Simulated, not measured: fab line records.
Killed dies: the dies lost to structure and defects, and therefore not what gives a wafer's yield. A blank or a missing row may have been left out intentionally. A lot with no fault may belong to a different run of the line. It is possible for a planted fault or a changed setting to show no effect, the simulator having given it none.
Chamber matching -- flow nand harc -- NHARC_A_STAIRCASE_DEP_325 on pecvd-03: 3 sister chambers
The step deposits SiO2, target thk 3800 nm. 6 wafers are shown with their chamber, then 11 later ones without.

== WAFERS WITH THEIR CHAMBER ==
wafer,chamber,heater power w (W)
L089.3,0,794
L089.6,0,619
L088.1,1,683
L088.3,2,668
L088.5,2,539
L090.1,1,754

== WAFERS MISSING THEIR CHAMBER ==
wafer,heater power w (W)
L090.2,580
L090.6,626
L092.4,542
L092.5,631
L092.6,622
L094.1,671
L094.2,656
L094.3,740
L095.2,666
L095.4,537
L095.6,632

== WHICH CHAMBER EACH ONE RAN IN ==
wafer,from the rows above,in truth
L090.2,can't be placed: 2 or 0 or 1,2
L090.6,can't be placed: 2 or 0 or 1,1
L092.4,can't be placed: 2 or 0 or 1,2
L092.5,can't be placed: 2 or 0 or 1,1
L092.6,can't be placed: 2 or 0 or 1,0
L094.1,can't be placed: 0 or 1 or 2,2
L094.2,can't be placed: 0 or 2 or 1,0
L094.3,can't be placed: 1 or 0 or 2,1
L095.2,can't be placed: 0 or 1 or 2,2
L095.4,can't be placed: 2 or 0 or 1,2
L095.6,can't be placed: 2 or 0 or 1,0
0 of 11 placed correctly. Can't be placed from these rows: 11 (the true chamber is among the candidates in 11). Placed wrongly: 0.
How it was worked out, from the rows above alone: a wafer's distance from a chamber is the root of the sum, over the readings, of the square of ((its reading less the chamber's mean) divided by the reading's scatter). The wafer belongs to the nearest chamber; if the next one is less than 2 further off, it can't be placed. The mean given for a chamber averages the wafers shown for that chamber. The scatter: take each reading less its chamber's mean, square it, sum over the shown wafers, divide by the number of wafers less the number of chambers, and take the root.
